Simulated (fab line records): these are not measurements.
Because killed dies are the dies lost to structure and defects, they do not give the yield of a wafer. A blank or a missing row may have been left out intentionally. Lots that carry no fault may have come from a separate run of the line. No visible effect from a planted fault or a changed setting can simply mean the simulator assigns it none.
A lot that was struck, set against a sound lot / flow n5Finfet / 39 out of 1938 route steps
Sound: wafers L885.1, L885.2, L885.4. Struck: wafer L897.6 (L897.3, L897.4, from the same lot, were not struck and are left out); the cause is given at the end.
Per side, at each step with rows, come the tool, then ch with its chambers, and then its first start. Under that, the readings that differ: sound wafers / struck wafers / difference of the means / sigmas: that difference in standard deviations of wafers without a fault.
alike: same words and numbers on both sides, and readings whose means sit less than 2 such deviations apart. not compared: any withheld reading, any reading some wafer has no value for, any bound like >300 that may hide the same value, and any number with overlapping values for which the record gives no deviation.
Wherever a step has rows on one side only, a row that says differs or no value, or a row with sigmas, the two part there. Numbers that have no deviation but don't overlap get no sigmas and don't part them. A reading missing from all wafers of one side parts the sides only when that side holds two or more wafers.

first, 9 steps without rows for these wafers: N5_HKMG_FIN_COAT_29 (time 60 s, resist thk 300 nm); N5_HKMG_FIN_COAT_30 (time 60 s, resist thk 35 nm); N5_HKMG_FIN_COAT_06 (resist thk 90 nm); N5_HKMG_FIN_EBR_08; N5_HKMG_FIN_SOFTBAKE_07 (time 60 s); N5_HKMG_FIN_EXPOSE_09 (exposes mask NWFM); N5_HKMG_FIN_PEB_10 (peb time 60 s); N5_HKMG_FIN_DEVELOP_11 (develop time 30 s); N5_HKMG_FIN_DESCUM_17 (chemistry O2, time 7.9 s).
N5_HKMG_FIN_ETCH_31: etches SiARC in CF4, target depth 45.5 nm, time 75.8 s.
  sound on rieDiel-05 ch 0,1,2, day 5 15:40; struck on rieDiel-03 ch 1, day 8 16:17
  alike: drypumpMotorCurrentA, etchRfOnTimeS, mfcArSccm, oesProductAu, rfVppV, showerheadPlenumPTorr, throttleValvePct
  not compared: rfHoursCounterH
then, 28 steps without rows for these wafers: N5_HKMG_FIN_ETCH_32 (etches SOC in N2/H2, target depth 240 nm, time 300 s); N5_HKMG_FIN_STRIP_33 (strips in N2/H2); N5_HKMG_FIN_STRIP_34 (strips in CF4); N5_HKMG_FIN_ETCH_35 (etches SOC in N2/H2, target depth 215.8 nm, time 243.4 s); N5_HKMG_FIN_STRIP_92 (strips SOC in N2/H2, time 20 s); N5_HKMG_FIN_WET_ETCH_18 (etches TiN in SC1, time 55 s, target depth 5.2 nm, rinse time 30 s); N5_HKMG_FIN_STRIP_19 (strips in N2/H2, time 360 s); N5_HKMG_FIN_ALD_91 (deposits TiN, target thk 1 nm, pulse time 1 s, purge time 3 s); N5_HKMG_FIN_COAT_85 (time 60 s, resist thk 300 nm); N5_HKMG_FIN_ETCH_86 (etches SOC in N2/H2, stops on TiN, target depth 393.2 nm); N5_HKMG_FIN_STRIP_89 (strips SOC in N2/H2, time 20 s); N5_HKMG_FIN_WET_ETCH_87 (etches TiN in SC1, time 154.2 s, target depth 4.7 nm, rinse time 30 s); N5_HKMG_FIN_STRIP_88 (strips in N2/H2, time 360 s); N5_HKMG_FIN_NWFM_ALD_20 (deposits TiAlC, target thk 2 nm, pulse time 3 s, purge time 2 s); N5_HKMG_FIN_ALD_71 (deposits TiN, target thk 1 nm, pulse time 1 s, purge time 3 s); N5_HKMG_FIN_COAT_66 (time 60 s, resist thk 300 nm); N5_HKMG_FIN_ETCH_67 (etches SOC in N2/H2, stops on TiN, target depth 388.9 nm); N5_HKMG_FIN_STRIP_90 (strips SOC in N2/H2, time 20 s); N5_HKMG_FIN_WET_ETCH_73 (etches the open film in SC1, time 42.3 s, target depth 1.3 nm, rinse time 30 s); N5_HKMG_FIN_ETCHBACK_68 (etches the open film in Cl2/Ar, stops on HfO2, target depth 0.5 nm); N5_HKMG_FIN_STRIP_69 (strips in N2/H2, time 360 s); N5_HKMG_FIN_ALD_21 (deposits TiN, target thk 1.5 nm, pulse time 1 s, purge time 3 s); N5_HKMG_FIN_ALD_72 (deposits W, target thk 2 nm, pulse time 1 s, purge time 2 s); N5_HKMG_FIN_W_FILL_22 (material W, target thk 60 nm, time 18.2 s); N5_HKMG_FIN_PRECLEAN_83 (cleans in DIW, time 57.5 s); N5_HKMG_FIN_SRD_84 (dry time 32 s); N5_HKMG_FIN_CMP_23 (polishes, stops on SiNx, t overpolish 10 s, target thk 46.326 nm); N5_HKMG_FIN_CMP_94 (polishes, stops on SiNx, t overpolish 4.7 s, target thk 43.299 nm).
-- record jumps: 9 days separate the struck wafers' starts on either side; left off in module HKMG_FIN, taken up again in module PASSIVATION, whose first shown step is the route's number 1936 --
N5_PASSIVATION_PROBE_49:
  only the struck wafers here have rows in the record (prober-01, day 17 14:17); the sound ones have none

WHERE THEY PART
Only at N5_PASSIVATION_PROBE_49, within this record.

WHY: the cause the simulator had injected
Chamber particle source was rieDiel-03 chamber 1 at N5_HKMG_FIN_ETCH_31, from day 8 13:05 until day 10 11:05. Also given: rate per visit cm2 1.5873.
